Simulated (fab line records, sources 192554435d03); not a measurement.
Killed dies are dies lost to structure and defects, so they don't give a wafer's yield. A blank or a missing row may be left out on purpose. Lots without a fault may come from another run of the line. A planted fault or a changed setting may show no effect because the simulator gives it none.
Split-lot experiment | flow n5_finfet | 7 lots, 21 wafers read, on a route of 1938 steps

THE SPLIT
At N5_BEOL_M9_ETCH_62 (etches SOC in N2/H2, target depth 110 nm, overetch 22 nm, time 165 s), the setting time_s was moved away from the recipe's 165 s on 9 of the 21 wafers read, by -13.3% to +22.4%. The other wafers ran this setting at the recipe's value.

FROM THE SPLIT TO THE READING: what the file shows between them, 2 steps
- N5_BEOL_M9_STRIP_68: strips in N2/H2
- N5_BEOL_M9_STRIP_67: strips in CF4

THE READING
etch.depth_nm (the simulator's own value, which no gauge read), in nm, at N5_BEOL_M9_HM_OPEN_17 (chemistry Cl2/BCl3, target TiN, target depth 20 nm, overetch 6 nm). The file gives no usual value for it. The 12 wafers here that ran the recipe average 19.84 nm, standard deviation 0.14 nm.

wafer  | tool, chamber at the split | time_s as run, s | against the recipe | etch.depth_nm, nm | against lot-mates on the recipe
L079.2 | rie_diel-04, 2             | 145.8            | -11.6%             | 20.19             | +0.12
L079.5 | rie_diel-04, 1,0           | 165              | recipe             | 20                | -
L079.6 | rie_diel-04, 1,0           | 165              | recipe             | 20.14             | -
L078.1 | rie_diel-04, 1,2           | 165              | recipe             | 19.85             | -
L078.3 | rie_diel-04, 3             | 197.9            | +19.9%             | 16.69             | -3.26
L078.5 | rie_diel-04, 1,2           | 165              | recipe             | 20.05             | -
L081.3 | rie_diel-04, 0             | 165              | recipe             | 19.78             | -
L081.4 | rie_diel-04, 2,1           | 202              | +22.4%             | 16.22             | -3.56
L081.6 | rie_diel-04, 2,1           | 202              | +22.4%             | 16.04             | -3.74
L083.1 | rie_diel-05, 0,2           | 165              | recipe             | 19.68             | -
L083.2 | rie_diel-05, 0,2           | 165              | recipe             | 19.65             | -
L083.4 | rie_diel-05, 1             | 178              | +7.9%              | 18.26             | -1.40
L086.2 | rie_diel-05, 1,2           | 197.2            | +19.5%             | 16.83             | -3.05
L086.4 | rie_diel-05, 2             | 165              | recipe             | 19.88             | -
L086.6 | rie_diel-05, 1,2           | 197.2            | +19.5%             | 17.17             | -2.71
L089.2 | rie_diel-05, 0,1,1         | 165              | recipe             | 19.79             | -
L089.4 | rie_diel-05, 0,1,1         | 165              | recipe             | 19.8              | -
L089.5 | rie_diel-05, 0,1,1         | 165              | recipe             | 19.77             | -
L091.1 | rie_diel-02, 3             | 165              | recipe             | 19.75             | -
L091.2 | rie_diel-02, 1,0           | 143.1            | -13.3%             | 19.77             | +0.02
L091.4 | rie_diel-02, 1,0           | 143.1            | -13.3%             | 19.58             | -0.17
Where a row lists several chambers, the file gives one row for several wafers and doesn't say which wafer went through which chamber.

THE FIT
A straight line over all 21 wafers: etch.depth_nm changes by -0.118 nm for each +1% of time_s; r = -0.91; the points scatter about the line by 0.62 nm.
The same after taking each lot's own level away (the mean of its wafers on the recipe; 21 wafers): -0.118 nm for each +1%; r = -0.91; scatter 0.6 nm.
On that fit, the largest move of time_s shifts the reading by 2.6 nm.
The lots' own levels span 19.665 to 20.070 nm, that is 2.8 times the standard deviation above.
So the lot-to-lot level changes the slope little: the two slopes agree.
Check: with one of the wafers moved furthest among these (+22.4%) left out of the fit, the line predicts -2.96 nm for it against its lot-mates. It came out at -3.56 nm against them.

OTHER SPLITS ON THESE WAFERS
These wafers also went through other splits before the reading. Each is held against what the fit with the lots' levels taken away leaves over:
other split on the same wafers   | wafers away from the commonest value | r with etch.depth_nm (lot level and that fit taken away)
N5_BEOL_M8_TRENCH_ETCH_37 time_s | 6                                    | -0.06
N5_BEOL_M9_COAT_60 spin_rpm      | 5                                    | +0.22

THE FILE'S OWN FIT
etch.depth_nm changes by -0.13 nm for each +1% of time_s, r = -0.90.
